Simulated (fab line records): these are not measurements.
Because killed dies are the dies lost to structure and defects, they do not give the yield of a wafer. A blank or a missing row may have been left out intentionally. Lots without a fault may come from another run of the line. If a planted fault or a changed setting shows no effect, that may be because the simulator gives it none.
Matching of chambers + flow nand harc + NHARC_A_SLIT_ETCH_24 on rie diel-10: 4 sister chambers
The step etches the open film in CF4/CHF3, target depth 121 nm, time 60.5 s. 4 wafers are shown with their chamber, then 8 later ones without.

== WAFERS WITH THEIR CHAMBER ==
| wafer  | chamber | drypump motor current A (A) |
|--------|---------|-----------------------------|
| L080.3 | 2       | 5.8                         |
| L080.4 | 0       | 6.4                         |
| L080.5 | 3       | 5.5                         |
| L087.1 | 1       | 5.9                         |

== WAFERS WITHOUT THEIR CHAMBER ==
| wafer  | drypump motor current A (A) |
|--------|-----------------------------|
| L087.2 | 5.8                         |
| L087.3 | 6.3                         |
| L094.1 | 5.7                         |
| L094.3 | 6.3                         |
| L094.5 | 5.9                         |
| L094.2 | 5.9                         |
| L094.4 | 5.5                         |
| L094.6 | 6.3                         |

== WHICH CHAMBER EACH ONE RAN IN ==
| wafer  | from the rows above          | in truth |
|--------|------------------------------|----------|
| L087.2 | can't be placed: 2 or 1      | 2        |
| L087.3 | 0                            | 0        |
| L094.1 | can't be placed: 2 or 1 or 3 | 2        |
| L094.3 | 0                            | 0        |
| L094.5 | can't be placed: 1 or 2      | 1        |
| L094.2 | can't be placed: 1 or 2      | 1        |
| L094.4 | 3                            | 3        |
| L094.6 | 0                            | 0        |
Correct placement for 4 of the 8. These rows do not allow placing 4 (true chamber among the candidates in 4). Wrongly placed: 0.
How it was worked out, from the rows above alone: a wafer's distance from a chamber is the root of the sum, over the readings, of the square of ((its reading less the chamber's mean) divided by the reading's scatter). The wafer belongs to the nearest chamber; if the next one is less than 2 further off, it can't be placed. A chamber's mean is the mean of its shown wafers. The scatter: with one shown wafer a chamber, the root of the mean of the squares of how far each hidden wafer lies from its nearest shown one.
